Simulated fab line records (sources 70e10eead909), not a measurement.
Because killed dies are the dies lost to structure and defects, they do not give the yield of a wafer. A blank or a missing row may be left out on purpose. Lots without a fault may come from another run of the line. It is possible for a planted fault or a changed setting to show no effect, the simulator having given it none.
Matching of chambers || flow nandHarc || NHARC_A_CHANNEL_FILL_D1_ALD_14 on aldHk-03: 4 sister chambers
The step deposits SiO2, target thk 2.5 nm, pulse time 10 s, ald cycles 25. 14 wafers are shown with their chamber, then 7 later ones without.

## WAFERS, EACH WITH ITS CHAMBER
{"wafer": "L081.1", "chamber": 3, "heaterPowerW (W)": 453, "precursorPulseHeightRel": 1.005}
{"wafer": "L081.4", "chamber": 1, "heaterPowerW (W)": 437, "precursorPulseHeightRel": 1.009}
{"wafer": "L081.6", "chamber": 0, "heaterPowerW (W)": 320, "precursorPulseHeightRel": 1.014}
{"wafer": "L083.1", "chamber": 2, "heaterPowerW (W)": 486, "precursorPulseHeightRel": 1.016}
{"wafer": "L083.2", "chamber": 3, "heaterPowerW (W)": 446, "precursorPulseHeightRel": 1.023}
{"wafer": "L083.5", "chamber": 1, "heaterPowerW (W)": 439, "precursorPulseHeightRel": 1.031}
{"wafer": "L087.1", "chamber": 1, "heaterPowerW (W)": 447, "precursorPulseHeightRel": 0.973}
{"wafer": "L087.3", "chamber": 2, "heaterPowerW (W)": 503, "precursorPulseHeightRel": 1.001}
{"wafer": "L087.5", "chamber": 3, "heaterPowerW (W)": 457, "precursorPulseHeightRel": 1.018}
{"wafer": "L090.1", "chamber": 2, "heaterPowerW (W)": 489, "precursorPulseHeightRel": 1.017}
{"wafer": "L090.4", "chamber": 0, "heaterPowerW (W)": 332, "precursorPulseHeightRel": 0.992}
{"wafer": "L090.6", "chamber": 3, "heaterPowerW (W)": 463, "precursorPulseHeightRel": 1.013}
{"wafer": "L093.1", "chamber": 3, "heaterPowerW (W)": 462, "precursorPulseHeightRel": 1.003}
{"wafer": "L093.4", "chamber": 0, "heaterPowerW (W)": 326, "precursorPulseHeightRel": 1.025}

SIGNATURES (means of the wafers above)
{"reading": "heaterPowerW", "chamber 0": 326.00, "chamber 1": 441.00, "chamber 2": 492.67, "chamber 3": 456.20, "scatter within a chamber": 6.98}
{"reading": "precursorPulseHeightRel", "chamber 0": 1.01033, "chamber 1": 1.00433, "chamber 2": 1.01133, "chamber 3": 1.01240, "scatter within a chamber": 0.0165}
Rule: a wafer's distance from a chamber is the root of the sum, over the readings, of the square of ((its reading less the chamber's mean) divided by the reading's scatter). The wafer belongs to the nearest chamber; if the next one is less than 2 further off, it can't be placed. The scatter: the root of (the sum of the squares of (reading less its chamber's mean) over the shown wafers, divided by (wafers less chambers)).

## WAFERS WITHOUT THEIR CHAMBER
{"wafer": "L093.5", "heaterPowerW (W)": 330, "precursorPulseHeightRel": 0.987}
{"wafer": "L092.1", "heaterPowerW (W)": 491, "precursorPulseHeightRel": 1.017}
{"wafer": "L092.3", "heaterPowerW (W)": 329, "precursorPulseHeightRel": 0.983}
{"wafer": "L092.4", "heaterPowerW (W)": 455, "precursorPulseHeightRel": 1.031}
{"wafer": "L095.2", "heaterPowerW (W)": 325, "precursorPulseHeightRel": 0.980}
{"wafer": "L095.5", "heaterPowerW (W)": 502, "precursorPulseHeightRel": 0.976}
{"wafer": "L095.6", "heaterPowerW (W)": 444, "precursorPulseHeightRel": 0.993}

## THE CHAMBER EACH PASSED THROUGH
{"wafer": "L093.5", "from the rows above": 0, "in truth": 0}
{"wafer": "L092.1", "from the rows above": 2, "in truth": 2}
{"wafer": "L092.3", "from the rows above": 0, "in truth": 0}
{"wafer": "L092.4", "from the rows above": "can't be placed: 3 or 1", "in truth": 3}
{"wafer": "L095.2", "from the rows above": 0, "in truth": 0}
{"wafer": "L095.5", "from the rows above": 2, "in truth": 2}
{"wafer": "L095.6", "from the rows above": "can't be placed: 1 or 3", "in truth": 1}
Correct placement for 5 of the 7. Cannot be placed on the basis of these rows: 2; the candidates contain the true chamber in 2. Wrongly placed: 0.
